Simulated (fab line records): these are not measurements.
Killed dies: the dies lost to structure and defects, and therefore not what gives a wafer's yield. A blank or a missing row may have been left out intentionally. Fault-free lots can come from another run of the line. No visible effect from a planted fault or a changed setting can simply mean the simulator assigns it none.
The tool behind it: which one? :: flow nand_harc :: 42 wafers sampled from 14 lots at 1 step of a route of 1159

== WHAT EACH GAUGE READ, for each wafer ==
NHARC_A_ONON_D1_THK_MEAS_08: measures by ellipsometry.
lot: L769
measured: day 7 13:22
on: film_metro-01
thk_nm (nm): 990 989 989

lot: L770
measured: day 8 01:16
on: film_metro-02
thk_nm (nm): 1008 1008 1007

lot: L773
measured: day 8 05:23
on: film_metro-01
thk_nm (nm): 1018 1016 1016

lot: L772
measured: day 8 05:26
on: film_metro-02
thk_nm (nm): 993 993 994

lot: L774
measured: day 9 06:24
on: film_metro-02
thk_nm (nm): 1014 1013 1013

lot: L775
measured: day 9 06:32
on: film_metro-01
thk_nm (nm): 996 996 995

lot: L778
measured: day 10 01:10
on: film_metro-02
thk_nm (nm): 993 992 993

lot: L777
measured: day 10 01:13
on: film_metro-01
thk_nm (nm): 1007 1007 1007

lot: L781
measured: day 10 19:30
on: film_metro-01
thk_nm (nm): 989 989 988

lot: L780
measured: day 10 19:30
on: film_metro-02
thk_nm (nm): 1003 1003 1004

lot: L783
measured: day 11 09:23
on: film_metro-02
thk_nm (nm): 1001 1001 1003

lot: L788
measured: day 12 02:07
on: film_metro-02
thk_nm (nm): 992 992 993

lot: L789
measured: day 12 16:26
on: film_metro-02
thk_nm (nm): 1013 1012 1009

lot: L792
measured: day 13 02:11
on: film_metro-02
thk_nm (nm): 999 997 997

== EACH LOT AND THE TOOL THAT RAN IT (in order: tool; ch and the chambers of the sampled wafers; start) ==
Before these readings, the record contains no process step.

== AS READ BY THE TOOLS THEMSELVES (means over the sampled wafers that have a number; for cases with no such wafer, the mark the record gives instead) ==
The record holds no such reading with a usual standard deviation.

== THE ANSWER, worked out from the rows above alone ==
Rule: the lots themselves supply what counts as usual. Put in order of their means at a reading, lots are off if they are a third of the lots or fewer, leave a main group of 4 or more, and stand apart from it by a gap of 3 or more times the standard deviation of the main group's means; of several such gaps the widest counts. The tables above print the reading to a certain number of digits; a main group whose means all agree to those digits is not used. Also off: a lot with no number at a reading for which 4 or more lots have one. Any other lot the step has rows for is counted as sound. After the gauges, taken in route order, come the tools' own readings; for these a lot's mean is taken, as printed above. At the first step where some lot is off, the reading lying furthest off is the one used; lots without a number count as furthest.
Nothing can be told from this: no lot is off at any reading shown.

== WHAT WAS PUT IN BY THE SIMULATOR ==
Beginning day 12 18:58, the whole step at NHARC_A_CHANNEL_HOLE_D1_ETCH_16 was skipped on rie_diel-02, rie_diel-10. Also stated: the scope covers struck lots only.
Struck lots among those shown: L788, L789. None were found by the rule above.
